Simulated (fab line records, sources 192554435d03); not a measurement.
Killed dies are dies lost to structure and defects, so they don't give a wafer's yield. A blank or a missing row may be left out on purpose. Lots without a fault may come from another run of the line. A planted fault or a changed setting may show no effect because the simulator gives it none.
fab line records | flow n5_finfet
record lots=9 wafers=25 last_day=18
route steps=1938 shown BEOL_M4@1111 BEOL_M15@1785 PASSIVATION@1936
lots that met no fault: from a run of the same line without faults
start_h: hours from the record's first day to the start of the lot's first wafer shown | wait_h: hours since the lot's step before | " the same as in the row above | L1.1+2: a row that stands for several wafers | - no value, or no start given | * or withheld: withheld | < > ~ a bound
route shown NAME@n: a module of which the file shows steps, and the number in the route of the first | usual: mean/standard deviation of fault-free wafers | same: alike in all rows | chamber/n: place in a boat | sites: the reading at each site | _std_site: their standard deviation | _edge_site: outer sites' mean less inner sites' | radius_mm: how far each site lies from the wafer's centre | mask NAME#n: copy n | behind: the tool/chamber that last shaped the wafer | hold: why the lot was held/for how many hours/how that ended | device: the transistor (n, p or np) that didn't switch | end of line: the same wafers' tests at the end of the route | a step without rows: its recipe alone | killed: dies lost to structure and defects at the first sort, not the wafer's yield | map: a wafer's dies, x killed, . not, _ none there
set.NAME: the setting as run; set.NAME@STEP: as run at that earlier step | model.NAME: the simulator's own value behind a step, which no gauge read
steps of the route over a sample of lots; a table a step, a row a wafer
services: from which hour (start_h, from the record's first day; less than 0 if before it) a tool's chamber was out of use, for how many hours, and why
## steps
# step N5_BEOL_M4_RC_MEAS_101
# usual DIBL_N=35.9/1.8 DIBL_P=36.2/2 IOFF_N=0.16/0.031 IOFF_P=0.22/0.041 ION_N=676/11 ION_P=465/8.5 SS_N=71.4/0.64 SS_P=73.2/0.7 VT_N=250/3.5 VT_P=-250/3.9
# columns lot.wafer tool chamber start_h wait_h DIBL_N[mV/V] DIBL_P[mV/V] IOFF_N[nA/um] IOFF_P[nA/um] ION_N[uA/um] ION_P[uA/um] SS_N[mV/dec] SS_P[mV/dec] VT_N[mV] VT_P[mV]
L496.1 prober-02 0 172.36 0.0 35.3 37.7 0.15 0.21 681 472 70.8 73.5 250 -250
L496.3 " 0 " " 34.0 35.3 0.13 0.18 657 456 70.9 73.1 253 -252
L496.5 " 0 " " 35.9 37.8 0.16 0.22 688 467 70.8 73.5 251 -249
L495.2 prober-01 0 172.38 0.2 35.4 35.3 0.13 0.22 672 466 71.4 72.4 255 -249
L495.3 " 0 " " 36.9 37.8 0.17 0.29 694 484 71.1 73.3 249 -244
L495.6 " 0 " " 35.3 34.9 0.14 0.23 674 476 70.7 73.0 252 -246
L497.2 prober-02 0 182.35 0.2 36.6 35.9 0.17 0.19 673 449 71.5 73.4 250 -251
L497.3 " 0 " " 33.5 32.5 0.11 0.15 657 450 70.8 71.8 252 -254
L497.5 " 0 " " 35.1 35.4 0.15 0.18 676 457 71.1 72.0 250 -251
L504.3 prober-01 0 218.98 0.3 36.3 36.6 0.16 0.25 678 470 70.6 73.6 247 -242
L504.4 " 0 " " 36.3 36.9 0.16 0.26 673 465 71.3 72.8 249 -245
L505.2 prober-01 0 238.46 0.2 37.4 37.1 0.16 0.21 679 465 71.1 73.3 248 -253
L505.4 " 0 " " 38.1 37.7 0.18 0.24 680 473 72.2 73.7 249 -250
L509.2 prober-01 0 257.36 0.2 37.3 37.5 0.20 0.28 706 476 71.2 74.2 243 -247
L509.5 " 0 " " 35.6 35.1 0.16 0.22 682 470 70.9 73.6 246 -251
L509.6 " 0 " " 34.1 34.6 0.15 0.23 679 469 70.5 73.6 250 -245
L512.1 prober-01 0 269.86 0.0 37.3 38.5 0.21 0.24 689 464 72.4 74.3 245 -249
L512.3 " 0 " " 36.9 37.9 0.20 0.23 689 468 71.9 74.2 244 -251
L512.5 " 0 " " 38.6 39.0 0.22 0.24 691 463 71.9 74.4 246 -250
L516.1 prober-01 0 303.26 0.0 36.2 34.7 0.17 0.22 680 459 71.8 73.0 247 -251
L516.2 " 0 " " 34.7 33.7 0.14 0.20 669 466 71.2 72.9 249 -251
L516.4 " 0 " " 34.8 33.1 0.15 0.19 662 458 71.2 71.8 250 -250
L518.1 prober-02 0 321.11 0.0 35.7 35.5 0.13 0.15 676 456 70.6 73.4 250 -258
L518.3 " 0 " " 35.4 35.8 0.13 0.15 678 464 70.6 72.5 254 -259
L518.5 " 0 " " 35.6 36.1 0.14 0.15 675 452 71.2 73.0 249 -256
# step N5_BEOL_M15_INSPECT_12
# recipe mode=adi inspect_instrument=macro
# usual raw_defect_count=2.1/1.4
# columns lot.wafer tool chamber start_h wait_h raw_defect_count
L496.1 defect_inspect-02 - 263.76 0.0 2
L496.3 " - " " 0
L496.5 " - " " 1
L495.2 defect_inspect-02 - 265.26 0.0 2
L495.3 " - " " 1
L495.6 " - " " 4
L497.2 defect_inspect-02 - 276.81 0.0 4
L497.3 " - " " 2
L497.5 " - " " 2
L504.3 defect_inspect-01 - 312.18 0.0 1
L504.4 " - " " 3
L505.2 defect_inspect-02 - 328.87 0.0 4
L505.4 " - " " 6
L509.2 defect_inspect-01 - 349.46 0.0 2
L509.5 " - " " 1
L509.6 " - " " 2
L512.1 defect_inspect-02 - 349.73 0.0 1
L512.3 " - " " 5
L512.5 " - " " 5
L516.1 defect_inspect-01 - 391.13 0.0 1
L516.2 " - " " 0
L516.4 " - " " 4
L518.1 defect_inspect-01 - 409.24 0.0 0
L518.3 " - " " 2
L518.5 " - " " 3
# step N5_BEOL_M15_VIA_ETCH_16
# recipe chemistry=C4F8/O2/Ar target=SiO2 he_inner_torr=15 he_outer_torr=30 target_depth_a=17922 time_s=withheld ion_energy_ev=800 pressure_mtorr=20 source_w=1905 bias_w=2040 Ar_flow_sccm=400 C4F8_flow_sccm=16 O2_flow_sccm=12 ends=cleared
# usual O2_flow_sccm=12.00/0.034 drypump_motor_current_A=5.6/0.46 oes_f_703_au=0.82/0.1 oes_product_au=0.73/0.088 rf_vpp_V=2227/27 showerhead_plenum_p_Torr=3.45/0.14 throttle_valve_pct=30.86/0.24
# columns lot.wafer tool chamber start_h wait_h O2_flow_sccm drypump_motor_current_A oes_f_703_au oes_product_au rf_vpp_V showerhead_plenum_p_Torr throttle_valve_pct
L496.1 rie_diel-04 0 264.00 0.1 12.06 5.3 0.73 0.66 2271 3.56 31.06
L496.3 " 0 " " 12.00 5.3 0.74 0.66 2273 3.56 31.06
L496.5 " 0 " " 12.00 5.3 0.74 0.66 2272 3.56 31.06
L495.2 rie_diel-06 3 265.42 0.0 12.00 6.1 0.99 0.88 2206 3.38 30.72
L495.3 " 0 " " 11.99 5.6 0.70 0.64 2208 3.52 30.99
L495.6 " 0 " " 11.94 5.6 0.70 0.64 2209 3.52 31.00
L497.2 rie_diel-06 0 276.93 0.0 12.02 5.7 0.70 0.64 2208 3.52 30.99
L497.3 " 2 " " 11.99 4.8 0.89 0.80 2225 3.62 30.71
L497.5 " 3 " " 11.95 6.2 0.97 0.86 2207 3.37 30.74
L504.3 rie_diel-06 0 312.30 0.0 12.06 5.6 0.69 0.63 2208 3.52 30.98
L504.4 " 2 " " 11.92 4.8 0.88 0.77 2225 3.61 30.72
L505.2 rie_diel-04 0 328.99 0.0 12.02 5.3 0.72 0.64 2270 3.54 31.09
L505.4 " 2 " " 12.01 5.9 0.80 0.70 2171 3.45 30.65
L509.2 rie_diel-06 0 349.78 0.0 12.02 5.7 0.69 0.62 2208 3.51 31.04
L509.5 " 1 " " 12.02 5.6 0.73 0.66 2238 3.16 30.68
L509.6 " 2 " " 11.98 4.8 0.86 0.77 2224 3.61 30.74
L512.1 rie_diel-06 3 350.28 0.0 12.07 6.1 0.91 0.79 2205 3.36 30.75
L512.3 " 0 " " 12.00 5.6 0.68 0.62 2206 3.51 31.01
L512.5 " 0 " " 11.95 5.6 0.69 0.62 2208 3.51 31.02
L516.1 rie_diel-06 0 391.30 0.1 12.00 5.6 0.95 0.86 2207 3.50 30.83
L516.2 " 3 " " 11.98 6.1 0.89 0.78 2204 3.35 30.76
L516.4 " 0 " " 11.98 5.7 0.96 0.86 2209 3.50 30.83
L518.1 rie_diel-01 3 409.36 0.0 12.06 6.0 0.87 0.80 2265 3.38 30.70
L518.3 " 0 " " 12.05 6.2 0.92 0.85 2244 3.64 30.95
L518.5 " 3 " " 12.08 5.9 0.86 0.81 2267 3.38 30.72
# step N5_BEOL_M15_ETCH_57
# recipe chemistry=N2/H2 target=SOC source_w=3000 bias_w=350 time_s=750 ion_energy_ev=200 pressure_mtorr=30 n2_flow_sccm=200 h2_flow_sccm=200
# usual drypump_motor_current_A=5.7/0.47 h2_flow_sccm=199.9/0.64 oes_product_au=0.81/0.094 rf_vpp_V=524/3.1 showerhead_plenum_p_Torr=2.55/0.1 throttle_valve_pct=17.73/0.24
# columns lot.wafer tool chamber start_h wait_h drypump_motor_current_A h2_flow_sccm oes_product_au rf_hours_counter_h rf_vpp_V showerhead_plenum_p_Torr throttle_valve_pct
L496.1 rie_diel-04 0 265.16 - 5.3 199.9 0.73 199 524 2.61 17.78
L496.3 " 0 " " 5.3 200.0 0.73 - 526 2.61 17.79
L496.5 " 0 " " 5.3 200.1 0.73 - 526 2.61 17.78
L495.2 rie_diel-01 2 266.03 - 5.1 200.0 0.76 161 528 2.63 17.79
L495.3 " 0 " " 6.2 199.6 0.69 219 519 2.39 18.08
L495.6 " 0 " " 6.3 200.0 0.68 - 520 2.39 18.08
L497.2 rie_diel-04 3 277.49 - 6.0 199.3 0.95 2 525 2.60 17.31
L497.3 " 2 " " 5.9 199.6 0.81 84 524 2.55 17.50
L497.5 " 2 " " 5.9 198.6 0.81 - 525 2.55 17.51
L504.3 rie_diel-04 0 312.97 - 5.3 199.6 0.71 219 525 2.60 17.84
L504.4 " 3 " " 6.0 200.0 0.92 15 525 2.59 17.34
L505.2 rie_diel-06 0 329.57 - 5.6 199.0 0.71 237 525 2.60 18.05
L505.4 " 2 " " 4.8 200.1 0.84 59 529 2.69 17.63
L509.2 rie_diel-04 1 350.60 - 5.5 199.1 0.96 16 526 2.61 18.13
L509.5 " 3 " " 6.1 200.8 0.88 - 527 2.59 17.35
L509.6 " 0 " " 5.4 198.8 0.70 - 525 2.60 17.85
L512.1 rie_diel-01 3 351.00 - 5.9 201.1 0.93 21 524 2.50 17.43
L512.3 " 2 " " 5.1 199.4 0.74 187 527 2.62 17.83
L512.5 " 1 " " 6.4 199.6 0.72 - 524 2.52 18.08
L516.1 rie_diel-06 0 392.23 - 5.6 201.1 0.97 4 524 2.60 17.65
L516.2 " 3 " " 6.1 199.6 0.87 45 521 2.47 17.54
L516.4 " 3 " " 6.2 199.8 0.86 - 523 2.47 17.53
L518.1 rie_diel-06 3 409.88 - 6.2 200.5 0.85 51 523 2.47 17.56
L518.3 " 1 " " 5.6 200.3 0.72 195 516 2.34 17.89
L518.5 " 1 " " 5.5 199.2 0.72 - 519 2.34 17.90
# step N5_BEOL_M15_EXPOSE_25
# recipe mask_id=M15 na=0.8 source_shape=annular sigma_inner=0.5 sigma_outer=0.8 polarization=unpolarized target_cd_nm=400 dose_mj=35.5
# usual exposure_dose_mJ_cm2=35.46/0.034
# columns lot.wafer tool chamber start_h wait_h mask exposure_dose_mJ_cm2
L495.2 krf_scanner-02 0 266.64 - M15#0 35.45
L495.3 " 0 " " M15#0 35.49
L495.6 " 0 " " M15#0 35.49
L496.1 krf_scanner-01 0 266.85 - M15#0 35.44
L496.3 " 0 " " M15#0 35.46
L496.5 " 0 " " M15#0 35.52
L497.2 krf_scanner-02 0 278.22 - M15#0 35.46
L497.3 " 0 " " M15#0 35.49
L497.5 " 0 " " M15#0 35.48
L504.3 krf_scanner-01 0 313.59 - M15#0 35.47
L504.4 " 0 " " M15#0 35.44
L505.2 krf_scanner-01 0 330.31 - M15#0 35.45
L505.4 " 0 " " M15#0 35.49
L509.2 krf_scanner-02 0 351.33 - M15#0 35.51
L509.5 " 0 " " M15#0 35.43
L509.6 " 0 " " M15#0 35.53
L512.1 krf_scanner-02 0 351.73 - M15#0 35.50
L512.3 " 0 " " M15#0 35.49
L512.5 " 0 " " M15#0 35.55
L516.1 krf_scanner-02 0 393.20 - M15#0 35.53
L516.2 " 0 " " M15#0 35.51
L516.4 " 0 " " M15#0 35.54
L518.1 krf_scanner-02 0 410.48 - M15#0 35.49
L518.3 " 0 " " M15#0 35.46
L518.5 " 0 " " M15#0 35.43
# step N5_BEOL_M15_CD_MEAS_28
# recipe target_cd_nm=407.6 landing_energy_ev=500 detector=se_inlens
# usual cd_nm=407.4/1.6
# columns lot.wafer tool chamber start_h wait_h cd_nm
L495.2 cd_sem-03 0 266.81 - 404.7
L495.3 " 0 " " 407.0
L495.6 " 0 " " 406.5
L496.1 cd_sem-02 0 267.02 - 407.1
L496.3 " 0 " " 404.4
L496.5 " 0 " " 408.5
L497.2 cd_sem-03 0 278.39 - 406.7
L497.3 " 0 " " 407.6
L497.5 " 0 " " 405.9
L504.3 cd_sem-01 0 313.75 - 454.0
L504.4 " 0 " " 407.7
L505.2 cd_sem-02 0 330.47 - 455.0
L505.4 " 0 " " 410.0
L509.2 cd_sem-01 0 351.50 - 406.4
L509.5 " 0 " " 408.8
L509.6 " 0 " " 408.4
L512.1 cd_sem-02 0 351.90 - 409.0
L512.3 " 0 " " 410.0
L512.5 " 0 " " 407.4
L516.1 cd_sem-03 0 393.37 - 406.1
L516.2 " 0 " " 408.7
L516.4 " 0 " " 406.2
L518.1 cd_sem-03 0 410.65 - 409.5
L518.3 " 0 " " 407.6
L518.5 " 0 " " 409.4
# step N5_PASSIVATION_PROBE_49
# usual defect_limited_yield=91.3/1.3 killed_at_M0_to_M3=35/9.3 killed_at_M4_up=14/5.2 killed_at_contacts=12/5.9 killed_at_front_end=38/11 killed_at_other=4/3.7 killed_dies=103/15 killed_on_rim=14/4 killed_open=67/12 killed_short=34/8 sort_bin_5_function=5.1/0.88 sort_bin_6_memory=3.3/0.65 sort_bin_8_speed=0.00/0.03 sort_n_pass=1077/15 sort_yield_pct=91.3/1.3
# same gross_dies=1180 killed_at_back_side=0 sort_bin_4_leakage[%]=0
# columns lot.wafer tool chamber start_h wait_h defect_limited_yield[%] killed_at_M0_to_M3 killed_at_M4_up killed_at_contacts killed_at_front_end killed_at_other killed_dies killed_on_rim killed_open killed_short sort_bin_5_function[%] sort_bin_6_memory[%] sort_bin_8_speed[%] sort_n_pass sort_yield_pct[%]
L504.3 prober-01 - 332.26 0.1 87.5 32 56 10 46 4 148 32 68 44 6.4 3.1 0 1032 87.5
L504.4 prober-01 - 332.31 0.2 90.7 35 5 6 64 0 110 15 67 35 5.2 3.2 0 1070 90.7
L505.2 prober-02 - 348.15 0.1 85.5 39 67 10 51 4 171 39 65 49 5.5 3.9 0 1009 85.5
L505.4 prober-02 - 348.25 0.2 88.8 24 18 27 42 21 132 22 81 49 6.4 4.2 0 1048 88.8
# killed by level:class
L504.3 BEOL_M15:area_expose=34 FIN_SAQP:geometric_particle:short=16 FIN_SAQP:geometric_particle:open=12 BEOL_M0_SAQP:geometric_particle:short=9 DUMMY_GATE:geometric_particle:open=8 MOL_CONTACT_COAG:geometric_particle:open=8 BEOL_M3:geometric_particle:open=7 BEOL_M4:geometric_particle:open=7
L504.4 FIN_SAQP:geometric_particle:open=19 STI_FIN_REVEAL:geometric_particle:open=15 BEOL_M0_SAQP:geometric_particle:short=9 BEOL_M1:geometric_particle:open=8 FIN_SAQP:geometric_particle:short=6 GATE_CUT:geometric_particle:short=6 BEOL_M3:geometric_particle:open=6 HKMG_FIN:area_etch=6
L505.2 BEOL_M15:area_expose=57 FIN_SAQP:geometric_particle:short=20 BEOL_M0_SAQP:geometric_particle:short=14 BEOL_M2:geometric_particle:open=9 FIN_SAQP:geometric_particle:open=8 BEOL_M0_SAQP:geometric_particle:open=8 MOL_CONTACT_COAG:geometric_particle:open=7 STI_FIN_REVEAL:geometric_particle:open=6
L505.4 MOL_CONTACT_COAG:geometric_particle:open=19 FIN_SAQP:geometric_particle:open=9 MIM_TOP_ETCH:geometric_particle:short=9 GATE_CUT:geometric_particle:short=8 MOL_CONTACT_COAG:geometric_particle:short=8 GATE_CUT:geometric_particle:open=7 FIN_SAQP:geometric_particle:short=6 BEOL_M0:geometric_particle:open=6
## services
# columns tool chamber start_h hours kind
rie_diel-06 3 242.81 - clean
rie_diel-06 3 242.81 - consumable_replace:focus_ring
rie_diel-06 3 242.81 17.0 scheduled_down
rie_diel-01 2 244.51 16.5 repair
krf_scanner-02 - 247.31 0.8 pm
krf_scanner-01 - 250.84 1.0 pm
krf_scanner-01 - 273.01 4.0 pm
krf_scanner-01 - 279.73 1.3 pm
rie_diel-06 0 287.07 4.0 repair
rie_diel-01 1 288.75 1.8 repair
krf_scanner-02 - 311.07 4.0 pm
krf_scanner-01 - 314.06 2.6 repair
rie_diel-01 2 333.70 4.4 repair
krf_scanner-01 - 338.39 4.4 pm
rie_diel-01 3 341.29 5.2 repair
rie_diel-01 1 352.93 1.8 repair
rie_diel-04 1 357.76 5.1 repair
krf_scanner-02 - 359.60 1.0 pm
krf_scanner-02 - 368.55 1.3 pm
krf_scanner-02 - 369.85 3.6 pm
krf_scanner-02 - 379.76 4.4 pm
rie_diel-06 2 387.16 5.1 repair
krf_scanner-01 - 389.21 0.8 pm
rie_diel-06 1 390.05 9.0 repair
## key
first_sign step=N5_BEOL_M15_CD_MEAS_28 reading=cd_nm direction=up sigmas=30 usual=407.4 struck=454.5
effect step=N5_PASSIVATION_PROBE_49 reading=killed_at_M4_up direction=up sigmas=9.2 usual=14 struck=62
more_kills_born_at N5_BEOL_M15_EXPOSE_25@krf_scanner-01=91
met_at N5_BEOL_M15_EXPOSE_25
struck_lots L504,L505
struck_wafers L504.3,L505.2
not_acting_at N5_BEOL_M15_INSPECT_12,N5_BEOL_M15_VIA_ETCH_16,N5_BEOL_M15_ETCH_57
onset_between 266.85 313.59
fault kind=process_parameter_drift tool=krf_scanner-01 chamber=- onset_h=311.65 steps=N5_BEOL_M15_EXPOSE_25 channel=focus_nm offset=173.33 shape=step end_h=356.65 scope=struck_wafers_only
